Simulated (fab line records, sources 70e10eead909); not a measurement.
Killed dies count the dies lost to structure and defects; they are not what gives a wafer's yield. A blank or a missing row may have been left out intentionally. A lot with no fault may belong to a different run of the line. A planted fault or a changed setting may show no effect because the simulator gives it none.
Which tool is to blame? :: flow nand_harc :: 33 wafers from 11 lots sampled at 6 of the route's 1159 steps

WHAT EACH GAUGE READ, for each wafer
NHARC_A_CONTACT_INSPECT_10.
lot: L303
measured: day 17 02:38
on: defect_inspect-01
raw_defect_count: 12 12 8

lot: L301
measured: day 17 03:50
on: defect_inspect-01
raw_defect_count: 35 37 40

lot: L302
measured: day 17 09:52
on: defect_inspect-02
raw_defect_count: 28 26 30

lot: L306
measured: day 17 20:16
on: defect_inspect-02
raw_defect_count: 7 11 10

lot: L310
measured: day 19 10:46
on: defect_inspect-02
raw_defect_count: 352 22 25

lot: L316
measured: day 20 11:01
on: defect_inspect-01
raw_defect_count: 33 30 34

lot: L315
measured: day 20 11:44
on: defect_inspect-01
raw_defect_count: 22 34 43

lot: L321
measured: day 21 21:02
on: defect_inspect-02
raw_defect_count: 20 12 12

lot: L320
measured: day 22 14:51
on: defect_inspect-02
raw_defect_count: 26 20 31

lot: L323
measured: day 22 23:51
on: defect_inspect-02
raw_defect_count: 23 26 18

lot: L324
measured: day 23 05:24
on: defect_inspect-02
raw_defect_count: 18 19 20

NHARC_END_SORT_01.
lot: L310
measured: day 24 19:25
on: prober-01
killed_at_array: 58 22 23
killed_at_other: 1 1 2
killed_at_periphery: 4 6 3
killed_dies: 63 29 28
killed_open: 2 6 2
killed_short: 1 1 5

WHICH TOOL RAN EACH LOT (tool, then ch and the chambers of the sampled wafers, then the start)
lot: L303
NHARC_A_CONTACT_ETCH_133: har_cap_etch-01 ch 0, day 16 21:40
NHARC_A_CONTACT_STRIP_82: rie_diel-13 ch 1,2,3, day 17 01:49 or earlier
NHARC_A_CONTACT_DEP_85: pecvd-03 ch 0,1,2, day 17 01:49
NHARC_A_CONTACT_ETCH_137: har_cap_etch-03 ch 0,1, day 17 04:58

lot: L301
NHARC_A_CONTACT_ETCH_133: har_cap_etch-03 ch 0,1, day 16 23:33
NHARC_A_CONTACT_STRIP_82: rie_diel-11 ch 0,2, day 17 03:01 or earlier
NHARC_A_CONTACT_DEP_85: pecvd-03 ch 0,2, day 17 03:01
NHARC_A_CONTACT_ETCH_137: har_cap_etch-01 ch 0,1, day 17 05:20

lot: L302
NHARC_A_CONTACT_ETCH_133: har_cap_etch-01 ch 0,1, day 17 04:22
NHARC_A_CONTACT_STRIP_82: rie_diel-07 ch 0,1,2, day 17 09:02 or earlier
NHARC_A_CONTACT_DEP_85: pecvd-03 ch 0,1,2, day 17 09:02
NHARC_A_CONTACT_ETCH_137: har_cap_etch-03 ch 0,1, day 17 11:31

lot: L306
NHARC_A_CONTACT_ETCH_133: har_cap_etch-02 ch 0,1, day 17 15:44
NHARC_A_CONTACT_STRIP_82: rie_diel-11 ch 0,2,3, day 17 19:33 or earlier
NHARC_A_CONTACT_DEP_85: pecvd-04 ch 0,1, day 17 19:33
NHARC_A_CONTACT_ETCH_137: har_cap_etch-02 ch 0,1, day 17 21:46

lot: L310
NHARC_A_CONTACT_ETCH_133: har_cap_etch-02 ch 0,1, day 19 06:03
NHARC_A_CONTACT_STRIP_82: rie_diel-11 ch 0,2,3, day 19 09:55 or earlier
NHARC_A_CONTACT_DEP_85: pecvd-02 ch 0,1,2, day 19 09:55
NHARC_A_CONTACT_ETCH_137: har_cap_etch-01 ch 0,1, day 19 12:31

lot: L316
NHARC_A_CONTACT_ETCH_133: har_cap_etch-02 ch 0,1, day 20 07:10
NHARC_A_CONTACT_STRIP_82: rie_diel-07 ch 0,1,3, day 20 10:17 or earlier
NHARC_A_CONTACT_DEP_85: pecvd-04 ch 0,2, day 20 10:17
NHARC_A_CONTACT_ETCH_137: har_cap_etch-02 ch 0,1, day 20 12:36

lot: L315
NHARC_A_CONTACT_ETCH_133: har_cap_etch-01 ch 0,1, day 20 07:53
NHARC_A_CONTACT_STRIP_82: rie_diel-11 ch 0,2,3, day 20 10:55 or earlier
NHARC_A_CONTACT_DEP_85: pecvd-04 ch 0,1,2, day 20 10:55
NHARC_A_CONTACT_ETCH_137: har_cap_etch-01 ch 0,1, day 20 13:32

lot: L321
NHARC_A_CONTACT_ETCH_133: har_cap_etch-02 ch 0,1, day 21 15:15
NHARC_A_CONTACT_STRIP_82: rie_diel-13 ch 0,1,3, day 21 20:12 or earlier
NHARC_A_CONTACT_DEP_85: pecvd-04 ch 0,1,2, day 21 20:12
NHARC_A_CONTACT_ETCH_137: har_cap_etch-02 ch 0,1, day 21 22:38

lot: L320
NHARC_A_CONTACT_ETCH_133: har_cap_etch-03 ch 0,1, day 22 11:05
NHARC_A_CONTACT_STRIP_82: rie_diel-13 ch 0,1, day 22 14:05 or earlier
NHARC_A_CONTACT_DEP_85: pecvd-03 ch 0,1,2, day 22 14:05
NHARC_A_CONTACT_ETCH_137: har_cap_etch-03 ch 0,1, day 22 16:35

lot: L323
NHARC_A_CONTACT_ETCH_133: har_cap_etch-02 ch 0,1, day 22 19:41
NHARC_A_CONTACT_STRIP_82: rie_diel-07 ch 1,2, day 22 23:08 or earlier
NHARC_A_CONTACT_DEP_85: pecvd-03 ch 1,2, day 22 23:08
NHARC_A_CONTACT_ETCH_137: har_cap_etch-03 ch 0,1, day 23 01:24

lot: L324
NHARC_A_CONTACT_ETCH_133: har_cap_etch-01 ch 0,1, day 23 01:16
NHARC_A_CONTACT_STRIP_82: rie_diel-13 ch 1,2, day 23 04:33 or earlier
NHARC_A_CONTACT_DEP_85: pecvd-03 ch 0,1, day 23 04:33
NHARC_A_CONTACT_ETCH_137: har_cap_etch-01 ch 0,1, day 23 06:57
- NHARC_A_CONTACT_ETCH_133: etches the open film in C4F8/O2/Ar, time 195 s, target depth 840 nm.
- NHARC_A_CONTACT_STRIP_82: strips in O2.
- NHARC_A_CONTACT_DEP_85: deposits SiON, target thk 50 nm.
- NHARC_A_CONTACT_ETCH_137: etches the open film in C4F8/O2/Ar, time 132 s, target depth 1287 nm.

WHAT THE TOOLS THEMSELVES READ (means of the sampled wafers that have a number; where no wafer has one, the mark that the record gives instead)
NHARC_A_CONTACT_STRIP_82.
lot: L303
tool: rie_diel-13
drypump_motor_current_A (A): 5.8
oes_product_au (a.u.): 1.019
rf_vpp_V (V): 58.1
showerhead_plenum_p_Torr (Torr): 3.53
throttle_valve_pct (%): 17.039

lot: L301
tool: rie_diel-11
drypump_motor_current_A (A): 5.7
oes_product_au (a.u.): 1.008
rf_vpp_V (V): 58.1
showerhead_plenum_p_Torr (Torr): 3.64
throttle_valve_pct (%): 17.048

lot: L302
tool: rie_diel-07
drypump_motor_current_A (A): 5.8
oes_product_au (a.u.): 1.008
rf_vpp_V (V): 58.2
showerhead_plenum_p_Torr (Torr): 3.49
throttle_valve_pct (%): 17.036

lot: L306
tool: rie_diel-11
drypump_motor_current_A (A): 6.0
oes_product_au (a.u.): 1.018
rf_vpp_V (V): 57.7
showerhead_plenum_p_Torr (Torr): 3.65
throttle_valve_pct (%): 17.036

lot: L310
tool: rie_diel-11
drypump_motor_current_A (A): 6.0
oes_product_au (a.u.): 1.008
rf_vpp_V (V): 59.1
showerhead_plenum_p_Torr (Torr): 3.64
throttle_valve_pct (%): 17.027

lot: L316
tool: rie_diel-07
drypump_motor_current_A (A): 5.7
oes_product_au (a.u.): 0.993
rf_vpp_V (V): 57.6
showerhead_plenum_p_Torr (Torr): 3.51
throttle_valve_pct (%): 17.035

lot: L315
tool: rie_diel-11
drypump_motor_current_A (A): 6.0
oes_product_au (a.u.): 1.010
rf_vpp_V (V): 58.3
showerhead_plenum_p_Torr (Torr): 3.64
throttle_valve_pct (%): 17.036

lot: L321
tool: rie_diel-13
drypump_motor_current_A (A): 5.7
oes_product_au (a.u.): 1.018
rf_vpp_V (V): 58.1
showerhead_plenum_p_Torr (Torr): 3.58
throttle_valve_pct (%): 17.037

lot: L320
tool: rie_diel-13
drypump_motor_current_A (A): 5.5
oes_product_au (a.u.): 0.994
rf_vpp_V (V): 57.8
showerhead_plenum_p_Torr (Torr): 3.54
throttle_valve_pct (%): 17.036

lot: L323
tool: rie_diel-07
drypump_motor_current_A (A): 5.2
oes_product_au (a.u.): 0.997
rf_vpp_V (V): 58.4
showerhead_plenum_p_Torr (Torr): 3.48
throttle_valve_pct (%): 17.036

lot: L324
tool: rie_diel-13
drypump_motor_current_A (A): 5.7
oes_product_au (a.u.): 1.017
rf_vpp_V (V): 57.9
showerhead_plenum_p_Torr (Torr): 3.42
throttle_valve_pct (%): 17.045

NHARC_A_CONTACT_DEP_85.
lot: L303
tool: pecvd-03
chamber_pressure_Torr (Torr): 3.498
heater_power_w (W): 848

lot: L301
tool: pecvd-03
chamber_pressure_Torr (Torr): 3.503
heater_power_w (W): 731

lot: L302
tool: pecvd-03
chamber_pressure_Torr (Torr): 3.494
heater_power_w (W): 789

lot: L306
tool: pecvd-04
chamber_pressure_Torr (Torr): 3.496
heater_power_w (W): 747

lot: L310
tool: pecvd-02
chamber_pressure_Torr (Torr): 3.493
heater_power_w (W): 690

lot: L316
tool: pecvd-04
chamber_pressure_Torr (Torr): 3.496
heater_power_w (W): 712

lot: L315
tool: pecvd-04
chamber_pressure_Torr (Torr): 3.503
heater_power_w (W): 684

lot: L321
tool: pecvd-04
chamber_pressure_Torr (Torr): 3.504
heater_power_w (W): 681

lot: L320
tool: pecvd-03
chamber_pressure_Torr (Torr): 3.503
heater_power_w (W): 796

lot: L323
tool: pecvd-03
chamber_pressure_Torr (Torr): 3.499
heater_power_w (W): 806

lot: L324
tool: pecvd-03
chamber_pressure_Torr (Torr): 3.503
heater_power_w (W): 852

THE ANSWER, worked out from the rows above alone
Rule: what is usual is taken from the lots themselves. Put in order of their means at a reading, lots are off if they are a third of the lots or fewer, leave a main group of 4 or more, and stand apart from it by a gap of 3 or more times the standard deviation of the main group's means; of several such gaps the widest counts. If all means in a main group match to the digits the tables above print for the reading, that group is not used. A lot without any number at a reading at which 4 lots or more have one is off too. Any other lot the step has rows for is counted as sound. First the gauges in route order, then the tools' own readings, where a lot's mean is used as printed above. The first step at which some lot is off is used, and at that step the reading that is off furthest; a lot without a number counts as furthest.
Off, at NHARC_A_CONTACT_INSPECT_10 on raw_defect_count: L310. The main group has a mean of 23 with a standard deviation of 9.2.
A tool fits if, at a process step before that reading, it ran every lot that is off, and no sound lot after the first of them. The gauges at NHARC_A_CONTACT_INSPECT_10 are tried like those tools. With no start given for some of its lots, NHARC_A_CONTACT_STRIP_82 uses the hours and lot order of NHARC_A_CONTACT_DEP_85. One fits: NHARC_A_CONTACT_DEP_85 on pecvd-02. It ran no sound lot before its first lot that is off in this sample, so the start can't be narrowed down.

WHAT THE SIMULATOR HAD INSERTED
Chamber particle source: pecvd-02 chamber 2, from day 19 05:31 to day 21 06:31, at NHARC_A_CONTACT_DEP_85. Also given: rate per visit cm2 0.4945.
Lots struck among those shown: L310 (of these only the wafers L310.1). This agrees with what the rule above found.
